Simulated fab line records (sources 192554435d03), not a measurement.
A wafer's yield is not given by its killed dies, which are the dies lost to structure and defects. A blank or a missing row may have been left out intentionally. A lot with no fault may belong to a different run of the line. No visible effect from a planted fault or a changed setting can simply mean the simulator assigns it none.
Chamber matching + flow n5-finfet + ald-sin-02 running N5_MOL_CONTACT_COAG_ALD_131: 4 sister chambers
The step deposits SiO2, target thk 5 nm, pulse time 1 s, co reactant pulse time 1 s. 8 wafers are shown with their chamber, then 12 later ones without.

WAFERS PAIRED WITH THEIR CHAMBERS
| wafer  | chamber | heater-power-w (W) | precursor-pulse-height-rel |
|--------|---------|--------------------|----------------------------|
| L085.3 | 1       | 77                 | 1.061                      |
| L088.3 | 3       | 80                 | 0.980                      |
| L089.2 | 3       | 79                 | 1.008                      |
| L089.3 | 0       | 74                 | 0.980                      |
| L089.6 | 2       | 78                 | 1.007                      |
| L092.1 | 0       | 73                 | 1.033                      |
| L092.2 | 2       | 79                 | 1.017                      |
| L092.6 | 1       | 80                 | 1.028                      |

WAFERS WITH NO CHAMBER GIVEN
| wafer  | heater-power-w (W) | precursor-pulse-height-rel |
|--------|--------------------|----------------------------|
| L093.1 | 77                 | 1.004                      |
| L093.4 | 80                 | 1.022                      |
| L093.6 | 72                 | 0.960                      |
| L094.1 | 74                 | 0.976                      |
| L094.2 | 78                 | 1.045                      |
| L094.5 | 73                 | 0.992                      |
| L096.2 | 74                 | 0.995                      |
| L096.4 | 78                 | 0.999                      |
| L096.5 | 81                 | 0.995                      |
| L097.2 | 80                 | 0.985                      |
| L097.3 | 74                 | 0.990                      |
| L097.6 | 70                 | 0.971                      |

EACH ONE'S CHAMBER
| wafer  | from the rows above               | in truth |
|--------|-----------------------------------|----------|
| L093.1 | can't be placed: 2 or 1 or 3 or 0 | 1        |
| L093.4 | can't be placed: 3 or 2 or 1      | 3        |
| L093.6 | 0                                 | 0        |
| L094.1 | 0                                 | 0        |
| L094.2 | can't be placed: 1 or 2           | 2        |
| L094.5 | 0                                 | 0        |
| L096.2 | 0                                 | 0        |
| L096.4 | can't be placed: 2 or 3 or 1      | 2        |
| L096.5 | can't be placed: 3 or 2 or 1      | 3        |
| L097.2 | can't be placed: 3 or 2           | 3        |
| L097.3 | 0                                 | 0        |
| L097.6 | 0                                 | 0        |
Correctly placed: 6 of 12. Not placeable from these rows: 6 (in 6, the candidates include the true chamber). 0 placed wrongly.
How it was worked out, from the rows above alone: a wafer's distance from a chamber is the root of the sum, over the readings, of the square of ((its reading less the chamber's mean) divided by the reading's scatter). The wafer belongs to the nearest chamber; if the next one is less than 2 further off, it can't be placed. A chamber's mean is the mean of its shown wafers. How the scatter is found: for the shown wafers, subtract from each reading the mean of its chamber, square and add these, divide the total by (wafers less chambers), then take the root.
